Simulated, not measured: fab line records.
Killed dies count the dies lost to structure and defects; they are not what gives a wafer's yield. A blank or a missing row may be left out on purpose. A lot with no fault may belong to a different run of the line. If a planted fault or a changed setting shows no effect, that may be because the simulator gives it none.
fab line records	flow nand_harc	part 1 of 2: steps 1 to 22 of 33
record: lots: 5	wafers: 15	last_day: 24
route steps=1159 shown A_BONDPAD@1065 HYBRID_BOND@1094
lots that met no fault: from a run of the same line without faults
start_h: hours from the record's opening day to when the first of the lot's shown wafers began	wait_h: how many hours have passed since the lot's step before this one	" identical to the entry in the row above	L1.1+2: a row that stands for several wafers	- no value, or no start was given	* or withheld: withheld	< > ~ a bound
route shown NAME@n: NAME is a module with steps in the file, n the number in the route of the first one	usual: mean/standard deviation of fault-free wafers	same: alike in all rows	chamber/n: place in a boat	sites: per-site readings	_std_site: the standard deviation of these	_edge_site: the outer-site mean with the inner-site mean subtracted	radius_mm: for every site, how far away it sits from the centre of the wafer	mask NAME#n: copy n	behind: the tool/chamber that last shaped the wafer	hold: why the lot went on hold/how many hours it stayed there/how the hold came to an end	device: the n, p or np transistor that did not switch	end of line: the same wafers' tests at the end of the route	a step given without rows: its recipe and nothing more	killed: not the wafer's yield, but the dies lost to structure and defects at the first sort	map: shows each die of a wafer: x if killed, . if not, _ if none is there
set.NAME: the setting that was run; set.NAME@STEP: the one run at that earlier step	model.NAME: the simulator's own value behind a step, which no gauge read
lots at selected steps of the route; one table per step, one row per wafer
services: the hour from which a tool's chamber was out of use, counted from the record's first day as start_h (under 0 if before that day), plus the number of hours and why
== steps ==
step: NHARC_A_BONDPAD_COAT_33
recipe: temp_c: 200	time_s: 65
usual: exhaust_pa: 45.1/0.73
lot.wafer	tool	chamber	start_h	wait_h	exhaust_pa
L077.1	litho_track-03	0	-	-	44.8
L077.2	"	0	"	"	44.5
L077.5	"	0	"	"	44.9
L079.1	litho_track-05	0	-	-	44.6
L079.5	"	0	"	"	45.3
L079.6	"	0	"	"	45.4
L081.2	litho_track-02	0	-	-	45.1
L081.4	"	0	"	"	44.6
L081.6	"	0	"	"	45.2
L083.2	litho_track-02	0	-	-	45.4
L083.4	"	0	"	"	44.9
L083.5	"	0	"	"	44.7
L093.2	litho_track-03	0	-	-	44.8
L093.3	"	0	"	"	44.7
L093.4	"	0	"	"	44.3
step: NHARC_A_BONDPAD_COAT_03
recipe: spin_rpm: 2000	resist_thk_nm: 600
usual: exhaust_pa: 45.0/0.91
lot.wafer	tool	chamber	start_h	wait_h	exhaust_pa
L077.1	litho_track-03	0	-	-	43.1
L077.2	"	0	"	"	46.0
L077.5	"	0	"	"	44.7
L079.1	litho_track-05	0	-	-	45.3
L079.5	"	0	"	"	46.2
L079.6	"	0	"	"	44.7
L081.2	litho_track-02	0	-	-	44.9
L081.4	"	0	"	"	44.2
L081.6	"	0	"	"	44.6
L083.2	litho_track-02	0	-	-	44.7
L083.4	"	0	"	"	45.4
L083.5	"	0	"	"	44.7
L093.2	litho_track-03	0	-	-	43.2
L093.3	"	0	"	"	42.7
L093.4	"	0	"	"	43.1
step: NHARC_A_BONDPAD_SOFTBAKE_04
recipe: temp_c: 125	time_s: 70
usual: exhaust_pa: 45.0/0.9
lot.wafer	tool	chamber	start_h	wait_h	exhaust_pa
L077.1	litho_track-03	0	-	-	44.8
L077.2	"	0	"	"	43.8
L077.5	"	0	"	"	43.9
L079.1	litho_track-05	0	-	-	45.2
L079.5	"	0	"	"	46.2
L079.6	"	0	"	"	47.0
L081.2	litho_track-02	0	-	-	44.7
L081.4	"	0	"	"	43.3
L081.6	"	0	"	"	44.1
L083.2	litho_track-02	0	-	-	45.9
L083.4	"	0	"	"	44.5
L083.5	"	0	"	"	44.6
L093.2	litho_track-03	0	-	-	46.4
L093.3	"	0	"	"	45.2
L093.4	"	0	"	"	45.2
step: NHARC_A_BONDPAD_EBR_05
usual: exhaust_pa: 44.9/0.88
lot.wafer	tool	chamber	start_h	wait_h	exhaust_pa
L077.1	litho_track-03	0	-	-	44.1
L077.2	"	0	"	"	45.3
L077.5	"	0	"	"	44.9
L079.1	litho_track-05	0	-	-	44.9
L079.5	"	0	"	"	45.2
L079.6	"	0	"	"	45.3
L081.2	litho_track-02	0	-	-	46.2
L081.4	"	0	"	"	45.3
L081.6	"	0	"	"	44.6
L083.2	litho_track-02	0	-	-	45.7
L083.4	"	0	"	"	43.6
L083.5	"	0	"	"	45.2
L093.2	litho_track-03	0	-	-	44.7
L093.3	"	0	"	"	44.0
L093.4	"	0	"	"	43.8
step: NHARC_A_BONDPAD_EXPOSE_06
recipe: na: 0.55	dose_mj: 36.99	mask_id: A_BPAD
lot.wafer	tool	chamber	start_h	wait_h	mask
L077.1+2+5	krf_scanner-04	0	423.16	-	A_BPAD#0
L079.1+5+6	krf_scanner-03	0	442.12	-	A_BPAD#0
L081.2+4+6	krf_scanner-01	0	449.18	-	A_BPAD#0
L083.2+4+5	krf_scanner-03	0	487.63	-	A_BPAD#0
L093.2+3+4	krf_scanner-03	0	530.12	-	A_BPAD#0
step: NHARC_A_BONDPAD_PEB_07
recipe: peb_temp_c: 128	peb_time_s: 80
usual: exhaust_pa: 45.2/0.88
lot.wafer	tool	chamber	start_h	wait_h	exhaust_pa
L077.1	litho_track-03	0	423.23	0.1	45.2
L077.2	"	0	"	"	45.2
L077.5	"	0	"	"	45.3
L079.1	litho_track-03	0	442.18	0.1	45.9
L079.5	"	0	"	"	47.0
L079.6	"	0	"	"	46.3
L081.2	litho_track-03	0	449.24	0.1	45.1
L081.4	"	0	"	"	44.6
L081.6	"	0	"	"	45.4
L083.2	litho_track-02	0	487.69	0.1	44.1
L083.4	"	0	"	"	46.9
L083.5	"	0	"	"	45.5
L093.2	litho_track-03	0	530.18	0.1	44.5
L093.3	"	0	"	"	44.5
L093.4	"	0	"	"	45.3
step: NHARC_A_BONDPAD_DEVELOP_08
recipe: time_s: 50	dev_temp_c: 22
usual: exhaust_pa: 45.2/0.84
lot.wafer	tool	chamber	start_h	wait_h	exhaust_pa
L077.1	litho_track-03	0	-	-	45.8
L077.2	"	0	"	"	46.5
L077.5	"	0	"	"	45.9
L079.1	litho_track-03	0	-	-	45.3
L079.5	"	0	"	"	44.8
L079.6	"	0	"	"	44.4
L081.2	litho_track-03	0	-	-	45.1
L081.4	"	0	"	"	45.3
L081.6	"	0	"	"	45.3
L083.2	litho_track-02	0	-	-	45.0
L083.4	"	0	"	"	45.2
L083.5	"	0	"	"	45.5
L093.2	litho_track-03	0	-	-	45.6
L093.3	"	0	"	"	44.6
L093.4	"	0	"	"	44.8
step: NHARC_A_BONDPAD_CD_MEAS_09
recipe: target_cd_nm: 500	landing_energy_ev: 500
usual: cd_nm: 500.5/2.9
lot.wafer	tool	chamber	start_h	wait_h	cd_nm
L077.1	cd_sem-03	0	423.32	-	497.0
L077.2	"	0	"	"	501.3
L077.5	"	0	"	"	500.0
L079.1	cd_sem-02	0	442.27	-	500.3
L079.5	"	0	"	"	501.8
L079.6	"	0	"	"	502.2
L081.2	cd_sem-03	0	449.32	-	500.3
L081.4	"	0	"	"	499.4
L081.6	"	0	"	"	499.6
L083.2	cd_sem-03	0	487.78	-	501.6
L083.4	"	0	"	"	507.5
L083.5	"	0	"	"	502.7
L093.2	cd_sem-01	0	530.27	-	497.9
L093.3	"	0	"	"	495.9
L093.4	"	0	"	"	496.6
step: NHARC_A_BONDPAD_OVL_MEAS_35
usual: overlay_x_nm: 1/5.5	overlay_y_nm: 0/5.6
lot.wafer	tool	chamber	start_h	wait_h	overlay_x_nm	overlay_y_nm
L077.1	overlay-02	-	423.41	-	1	13
L077.2	"	-	"	"	0	13
L077.5	"	-	"	"	0	13
L079.1	overlay-02	-	442.36	-	8	7
L079.5	"	-	"	"	9	7
L079.6	"	-	"	"	8	7
L081.2	overlay-01	-	449.41	-	-1	5
L081.4	"	-	"	"	-1	5
L081.6	"	-	"	"	-1	5
L083.2	overlay-02	-	487.87	-	0	2
L083.4	"	-	"	"	0	2
L083.5	"	-	"	"	1	2
L093.2	overlay-01	-	530.35	-	4	3
L093.3	"	-	"	"	4	3
L093.4	"	-	"	"	4	3
step: NHARC_A_BONDPAD_HARDBAKE_10
recipe: temp_c: 118	time_s: 65
usual: exhaust_pa: 44.8/0.91
lot.wafer	tool	chamber	start_h	wait_h	exhaust_pa
L077.1	litho_track-03	0	423.45	0.0	45.2
L077.2	"	0	"	"	46.6
L077.5	"	0	"	"	45.3
L079.1	litho_track-03	0	442.40	0.0	45.4
L079.5	"	0	"	"	44.7
L079.6	"	0	"	"	45.2
L081.2	litho_track-03	0	449.47	0.1	44.4
L081.4	"	0	"	"	43.6
L081.6	"	0	"	"	44.3
L083.2	litho_track-02	0	487.91	0.0	44.3
L083.4	"	0	"	"	45.7
L083.5	"	0	"	"	44.5
L093.2	litho_track-02	0	530.40	0.0	44.6
L093.3	"	0	"	"	45.3
L093.4	"	0	"	"	43.7
step: NHARC_A_BONDPAD_DESCUM_11
recipe: time_s: 3	o2_flow_sccm: 200	ar_flow_sccm: 0	bias_power_w: 0	chemistry: O2
usual: drypump_motor_current_A: 5.7/0.47	oes_product_au: 1.004/0.012	rf_vpp_V: 57.9/0.88	showerhead_plenum_p_Torr: 1.94/0.073	throttle_valve_pct: 11.312/0.009
lot.wafer	tool	chamber	start_h	wait_h	drypump_motor_current_A	oes_product_au	rf_hours_counter_h	rf_vpp_V	showerhead_plenum_p_Torr	throttle_valve_pct
L077.1	rie_diel-10	2	423.55	-	6.6	0.998	20	57.8	2.05	11.311
L077.2	"	3	"	"	5.0	0.964	21	58.4	2.05	11.324
L077.5	"	1	"	"	5.8	1.013	-	58.5	1.92	11.300
L079.1	rie_diel-06	2	442.50	-	5.4	1.008	0	58.5	2.06	11.306
L079.5	"	0	"	"	5.0	0.998	-	58.2	1.94	11.317
L079.6	"	1	"	"	5.4	1.001	-	59.6	1.97	11.314
L081.4	rie_diel-06	0	449.54	-	5.0	0.998	1	57.6	1.94	11.309
L081.2	"	2	"	"	5.4	1.017	1	59.0	2.06	11.317
L081.6	"	0	"	"	5.0	1.000	-	58.1	1.94	11.309
L083.4	rie_diel-07	0	488.01	-	6.3	0.981	12	58.2	1.99	11.321
L083.2	"	1	"	"	6.2	1.000	13	58.4	1.87	11.309
L083.5	"	2	"	"	5.5	1.021	-	58.4	1.79	11.313
L093.4	rie_diel-07	2	530.48	-	5.5	1.030	20	57.3	1.79	11.309
L093.2	"	3	"	"	6.0	1.003	24	57.4	1.92	11.315
L093.3	"	0	"	"	6.3	0.993	20	59.0	1.98	11.312
step: NHARC_A_BONDPAD_ETCH_34
recipe: target_depth_a: 600	overetch_a: 180	time_s: 65.91	ion_energy_ev: 200	n2_flow_sccm: 150	h2_flow_sccm: 150	ar_flow_sccm: 0	rf_w: 400	bias_w: 150	chemistry: N2/H2
usual: drypump_motor_current_A: 5.7/0.49	oes_product_au: 1.003/0.013	rf_vpp_V: 431.4/2.3	showerhead_plenum_p_Torr: 2.07/0.08	throttle_valve_pct: 14.172/0.008
lot.wafer	tool	chamber	start_h	wait_h	drypump_motor_current_A	oes_product_au	rf_hours_counter_h	rf_vpp_V	showerhead_plenum_p_Torr	throttle_valve_pct
L077.1	rie_diel-10	3	423.62	0.1	5.0	0.981	21	433.7	2.18	14.176
L077.2	"	0	"	"	6.1	1.005	20	430.7	2.00	14.171
L077.5	"	0	"	"	6.1	1.008	-	429.1	2.00	14.178
L079.1	rie_diel-06	2	442.57	0.1	5.4	1.005	0	435.4	2.20	14.163
L079.5	"	1	"	"	5.3	1.011	-	433.0	2.10	14.178
L079.6	"	2	"	"	5.4	1.009	-	434.1	2.20	14.176
L081.4	rie_diel-06	3	449.64	0.1	6.0	0.997	1	430.9	2.07	14.160
L081.2	"	0	"	"	5.0	1.006	1	430.2	2.06	14.174
L081.6	"	2	"	"	5.4	1.013	-	435.1	2.20	14.171
L083.4	rie_diel-07	0	488.09	0.1	6.3	0.985	12	433.3	2.12	14.156
L083.2	"	1	"	"	6.2	1.006	13	430.6	1.99	14.159
L083.5	"	2	"	"	5.5	1.020	-	426.6	1.91	14.182
L093.3	rie_diel-07	1	530.57	0.1	6.2	1.014	22	430.6	1.99	14.188
L093.2	"	2	"	"	5.5	1.036	20	425.7	1.91	14.188
L093.4	"	3	"	"	6.0	0.996	24	430.0	2.04	14.162
step: NHARC_A_BONDPAD_ETCH_12
recipe: target_depth_a: 2200	time_s: 110	chf3_flow_sccm: 50	o2_flow_sccm: 10	ar_flow_sccm: 200	rf_w: 500	bias_w: 200	chemistry: CHF3/O2
usual: drypump_motor_current_A: 5.7/0.47	oes_product_au: 0.946/0.025	rf_vpp_V: 371.3/2	showerhead_plenum_p_Torr: 2.43/0.088	throttle_valve_pct: 20.570/0.0093
lot.wafer	tool	chamber	start_h	wait_h	drypump_motor_current_A	oes_product_au	rf_hours_counter_h	rf_vpp_V	showerhead_plenum_p_Torr	throttle_valve_pct
L077.2	rie_diel-10	2	-	-	6.6	0.917	20	374.9	2.56	20.579
L077.1	"	0	"	"	6.1	0.920	20	370.1	2.36	20.573
L077.5	"	1	"	"	5.8	0.936	-	372.5	2.42	20.560
L079.1	rie_diel-06	3	-	-	6.0	0.985	0	372.4	2.44	20.565
L079.6	"	2	"	"	5.4	0.995	-	374.5	2.58	20.586
L079.5	"	3	"	"	6.0	0.982	-	370.4	2.44	20.566
L081.4	rie_diel-06	2	-	-	5.4	0.971	1	373.8	2.57	20.543
L081.2	"	3	"	"	6.0	0.976	1	371.5	2.44	20.569
L081.6	"	1	"	"	5.3	0.955	-	371.4	2.46	20.564
L083.2	rie_diel-07	2	-	-	5.5	0.949	14	366.9	2.26	20.576
L083.4	"	3	"	"	6.0	0.928	16	371.6	2.41	20.576
L083.5	"	0	"	"	6.3	0.905	-	372.2	2.49	20.573
L093.3	rie_diel-07	2	-	-	5.5	0.944	20	366.9	2.26	20.580
L093.4	"	3	"	"	6.0	0.920	24	369.9	2.40	20.568
L093.2	"	0	"	"	6.3	0.925	20	372.5	2.49	20.578
step: NHARC_A_BONDPAD_CD_MEAS_13
usual: cd_nm: 500/3.2
lot.wafer	tool	chamber	start_h	wait_h	cd_nm
L077.1	cd_sem-02	-	423.85	-	496
L077.2	"	-	"	"	502
L077.5	"	-	"	"	500
L079.1	cd_sem-01	-	442.80	-	499
L079.5	"	-	"	"	502
L079.6	"	-	"	"	500
L081.2	cd_sem-03	-	449.86	-	500
L081.4	"	-	"	"	498
L081.6	"	-	"	"	500
L083.2	cd_sem-01	-	488.31	-	499
L083.4	"	-	"	"	507
L083.5	"	-	"	"	504
L093.2	cd_sem-02	-	530.79	-	497
L093.3	"	-	"	"	493
L093.4	"	-	"	"	497
step: NHARC_A_BONDPAD_STRIP_15
recipe: o2_flow_sccm: 500	ar_flow_sccm: 0	bias_w: 0	chemistry: O2
usual: drypump_motor_current_A: 5.6/0.45	oes_product_au: 1.003/0.011	rf_vpp_V: 57.9/0.9	showerhead_plenum_p_Torr: 3.60/0.12	throttle_valve_pct: 17.036/0.0099
lot.wafer	tool	chamber	start_h	wait_h	drypump_motor_current_A	oes_product_au	rf_hours_counter_h	rf_vpp_V	showerhead_plenum_p_Torr	throttle_valve_pct
L077.2	rie_diel-10	2	423.95	0.1	6.6	0.989	20	57.6	3.76	17.033
L077.1	"	3	"	"	5.0	0.979	21	58.5	3.76	17.048
L077.5	"	2	"	"	6.7	0.983	-	59.0	3.76	17.028
L079.1	rie_diel-07	3	442.92	0.1	6.0	1.021	5	57.2	3.54	17.031
L079.6	"	0	"	"	6.3	0.995	-	56.8	3.66	17.040
L079.5	"	1	"	"	6.2	1.018	-	58.7	3.45	17.038
L081.4	rie_diel-06	1	449.93	0.1	5.3	0.993	1	57.3	3.62	17.038
L081.2	"	2	"	"	5.4	1.021	1	58.9	3.78	17.051
L081.6	"	2	"	"	5.4	1.015	-	59.4	3.78	17.033
L083.4	rie_diel-06	0	488.42	0.1	5.0	1.002	2	57.2	3.57	17.034
L083.2	"	3	"	"	6.0	1.008	2	58.7	3.58	17.034
L083.5	"	0	"	"	5.0	0.993	-	58.2	3.57	17.028
L093.3	rie_diel-06	3	530.87	0.1	6.0	1.009	4	57.7	3.58	17.049
L093.4	"	0	"	"	5.0	1.006	3	57.6	3.56	17.041
L093.2	"	2	"	"	5.4	1.007	4	59.1	3.77	17.032
step: NHARC_A_BONDPAD_ETCH_24
recipe: target_depth_a: 300	over_etch_frac: 0.3	time_s: 72.99	ion_energy_ev: 150	cf4_flow_sccm: 50	n2_flow_sccm: 100	ar_flow_sccm: 150	rf_w: 300	bias_w: 100	chemistry: CF4/N2
usual: drypump_motor_current_A: 5.6/0.44	oes_product_au: 1.007/0.01	rf_vpp_V: 314.9/1.8	showerhead_plenum_p_Torr: 2.68/0.087	throttle_valve_pct: 19.795/0.0091
same: over_etch_frac: 0.3
lot.wafer	tool	chamber	start_h	wait_h	drypump_motor_current_A	oes_product_au	rf_hours_counter_h	rf_vpp_V	showerhead_plenum_p_Torr	throttle_valve_pct
L077.1	rie_diel-10	0	-	-	6.1	1.013	20	313.5	2.58	19.809
L077.2	"	2	"	"	6.6	0.995	20	318.0	2.80	19.782
L077.5	"	0	"	"	6.1	1.010	-	311.4	2.58	19.774
L079.1	rie_diel-07	1	-	-	6.2	1.025	5	312.4	2.57	19.800
L079.6	"	1	"	"	6.2	1.013	-	314.2	2.57	19.789
L079.5	"	2	"	"	5.5	1.015	-	312.4	2.47	19.801
L081.4	rie_diel-06	1	-	-	5.3	1.015	1	316.2	2.69	19.792
L081.2	"	2	"	"	5.3	1.020	1	316.9	2.81	19.783
L081.6	"	1	"	"	5.3	0.999	-	315.8	2.69	19.791
L083.2	rie_diel-06	1	-	-	5.3	1.011	2	315.5	2.69	19.790
L083.4	"	2	"	"	5.4	1.003	2	318.2	2.81	19.784
L083.5	"	1	"	"	5.3	1.007	-	316.8	2.69	19.797
L093.4	rie_diel-06	0	-	-	5.0	1.019	4	313.5	2.65	19.790
L093.3	"	2	"	"	5.4	1.008	4	317.6	2.81	19.790
L093.2	"	3	"	"	6.0	1.008	4	313.8	2.66	19.785
step: NHARC_A_BONDPAD_STRIP_16
recipe: time_s: 600	temp_c: 30	chemistry: post_etch_residue_remover
lot.wafer	tool	chamber	start_h	wait_h
L077.2+5+1	wet_bench-08	7,1,3	424.22	-
L079.1+6+5	wet_bench-08	1,2,4	443.15	-
L081.2+6+4	wet_bench-08	2,3,4	450.21	-
L083.5+2+4	wet_bench-10	1,4,5	488.71	-
L093.3+2+4	wet_bench-08	7,0,3	531.15	-
step: NHARC_A_BONDPAD_DEGAS_25
recipe: temp_c: 300	time_s: 60
usual: heater_power_w: 466/45
lot.wafer	tool	chamber	start_h	wait_h	heater_power_w
L077.1	pvd_sputter-03	-	424.49	-	433
L077.2	"	-	"	"	559
L077.5	"	-	"	"	554
L079.1	pvd_sputter-03	-	443.43	-	544
L079.6	"	-	"	"	436
L079.5	"	-	"	"	541
L081.2	pvd_sputter-03	-	450.48	-	433
L081.4	"	-	"	"	548
L081.6	"	-	"	"	437
L083.4	pvd_sputter-02	-	488.98	-	453
L083.2	"	-	"	"	463
L083.5	"	-	"	"	459
L093.2	pvd_sputter-01	-	531.42	-	449
L093.4	"	-	"	"	423
L093.3	"	-	"	"	466
step: NHARC_A_BONDPAD_PRE_CLEAN_26
recipe: time_s: 30	temp_c: 280	gas: H2/He
usual: heater_power_w: 407/41
lot.wafer	tool	chamber	start_h	wait_h	heater_power_w
L077.2	pvd_sputter-03	-	-	-	483
L077.1	"	-	"	"	485
L077.5	"	-	"	"	466
L079.1	pvd_sputter-03	-	-	-	385
L079.5	"	-	"	"	494
L079.6	"	-	"	"	394
L081.2	pvd_sputter-03	-	-	-	489
L081.4	"	-	"	"	385
L081.6	"	-	"	"	488
L083.2	pvd_sputter-02	-	-	-	404
L083.4	"	-	"	"	403
L083.5	"	-	"	"	405
L093.3	pvd_sputter-01	-	-	-	390
L093.4	"	-	"	"	361
L093.2	"	-	"	"	399
step: NHARC_A_BONDPAD_PVD_17
recipe: target_thk_a: 50	bias_v: 168.6	power_w: 15000	chamber_pressure_pa: 0.12	time_s: 8.06	substrate_temp_c: 50	material: TaN
usual: substrate_temp_c: 50.00/0.11	throttle_valve_pct: 29.6/1.1
lot.wafer	tool	chamber	start_h	wait_h	substrate_temp_c	throttle_valve_pct
L077.1	pvd_sputter-03	-	-	-	49.85	29.7
L077.2	"	-	"	"	49.92	30.4
L077.5	"	-	"	"	50.02	31.0
L079.1	pvd_sputter-03	-	-	-	50.02	30.5
L079.6	"	-	"	"	50.15	30.5
L079.5	"	-	"	"	50.01	29.8
L081.2	pvd_sputter-03	-	-	-	49.80	30.4
L081.4	"	-	"	"	50.09	30.6
L081.6	"	-	"	"	49.90	30.8
L083.2	pvd_sputter-02	-	-	-	50.07	29.6
L083.4	"	-	"	"	49.95	27.8
L083.5	"	-	"	"	49.87	29.7
L093.2	pvd_sputter-01	-	-	-	49.91	28.8
L093.4	"	-	"	"	49.99	29.9
L093.3	"	-	"	"	49.95	30.1
step: NHARC_A_BONDPAD_PVD_27
recipe: target_thk_a: 300	chamber_pressure_pa: 5	power_w: 5000	substrate_temp_c: 30	time_s: 20.49	material: Cu
usual: substrate_temp_c: 29.99/0.12	throttle_valve_pct: 29.6/1.2
lot.wafer	tool	chamber	start_h	wait_h	substrate_temp_c	throttle_valve_pct
L077.2	pvd_sputter-03	-	-	-	30.04	28.7
L077.1	"	-	"	"	30.06	30.7
L077.5	"	-	"	"	30.00	28.8
L079.1	pvd_sputter-03	-	-	-	30.07	30.5
L079.5	"	-	"	"	29.83	29.9
L079.6	"	-	"	"	30.02	30.7
L081.2	pvd_sputter-03	-	-	-	29.82	28.6
L081.4	"	-	"	"	30.06	30.7
L081.6	"	-	"	"	29.76	30.7
L083.2	pvd_sputter-02	-	-	-	30.01	27.7
L083.4	"	-	"	"	29.86	29.7
L083.5	"	-	"	"	29.96	29.6
L093.4	pvd_sputter-01	-	-	-	29.93	28.7
L093.2	"	-	"	"	29.92	30.3
L093.3	"	-	"	"	30.23	30.2
step: NHARC_A_BONDPAD_ECD_18
recipe: target_thk_a: 4000	bath_temp_c: 25	material: Cu
usual: bath_temp_c: 25.01/0.1
lot.wafer	tool	chamber	start_h	wait_h	bath_temp_c
L077.1	ecd_cu-02	1	424.85	-	25.14
L077.2	"	0	"	"	25.09
L077.5	"	0	"	"	24.94
L079.1	ecd_cu-01	1	443.84	-	25.14
L079.6	"	1	"	"	25.00
L079.5	"	0	"	"	25.05
L081.2	ecd_cu-02	0	450.89	-	25.02
L081.4	"	1	"	"	24.85
L081.6	"	1	"	"	25.04
L083.2	ecd_cu-01	1	489.38	-	24.86
L083.4	"	1	"	"	24.96
L083.5	"	1	"	"	24.85
L093.2	ecd_cu-01	0	531.81	-	24.86
L093.3	"	0	"	"	25.10
L093.4	"	1	"	"	25.11
